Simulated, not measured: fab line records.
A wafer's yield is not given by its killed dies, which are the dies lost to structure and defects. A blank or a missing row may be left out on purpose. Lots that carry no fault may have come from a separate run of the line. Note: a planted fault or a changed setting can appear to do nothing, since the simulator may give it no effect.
Chamber matching ; flow n5 finfet ; uv cure-01 running N5_BEOL_M5_CURE_80: 3 sister chambers
The step cures SiCOH lowk, time 120 s. 14 wafers are shown with their chamber, then 7 later ones without.

EACH WAFER AND ITS CHAMBER
wafer;chamber;wafer_temp_C_max;lamp power pct (%)
L628.2;2;372.3;52.38
L628.3;2;371.7;52.23
L628.5;2;372.4;52.33
L633.3;2;372.7;52.36
L633.4;2;373.1;52.25
L633.5;2;372.2;52.32
L639.2;1;371.5;52.32
L639.3;1;371.1;52.37
L639.4;1;371.2;52.25
L643.1;0;372.0;52.36
L643.2;0;372.3;52.33
L643.4;0;371.8;52.30
L647.2;0;371.3;52.24
L647.3;0;372.4;52.26

SIGNATURES (averages over the wafers above)
reading;chamber 0;chamber 1;chamber 2;scatter within a chamber
wafer_temp_C_max;371.960;371.267;372.400;0.424
lamp power pct;52.2980;52.3133;52.3117;0.0563
Rule: distance of a wafer from a chamber = root of the sum over the readings of ((wafer's reading minus chamber's mean) / reading's scatter) squared. The wafer belongs to the nearest chamber; if the next one is less than 2 further off, it can't be placed. The scatter is the square root of a quotient: the sum, over the shown wafers, of each reading's squared deviation from its chamber's mean, divided by wafers minus chambers.

WAFERS MISSING THEIR CHAMBER
wafer;wafer_temp_C_max;lamp power pct (%)
L647.4;372.0;52.29
L648.3;372.2;52.41
L648.4;372.4;52.30
L648.5;372.5;52.27
L649.2;372.1;52.39
L649.3;372.3;52.31
L649.5;371.6;52.30

THE CHAMBER EACH PASSED THROUGH
wafer;from the rows above;in truth
L647.4;can't be placed: 0 or 2 or 1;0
L648.3;can't be placed: 2 or 0 or 1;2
L648.4;can't be placed: 2 or 0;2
L648.5;can't be placed: 2 or 0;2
L649.2;can't be placed: 2 or 0 or 1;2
L649.3;can't be placed: 2 or 0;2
L649.5;can't be placed: 1 or 0 or 2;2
Placed correctly: 0 of 7. Cannot be placed on the basis of these rows: 7; the candidates contain the true chamber in 7. Placed wrongly: 0.
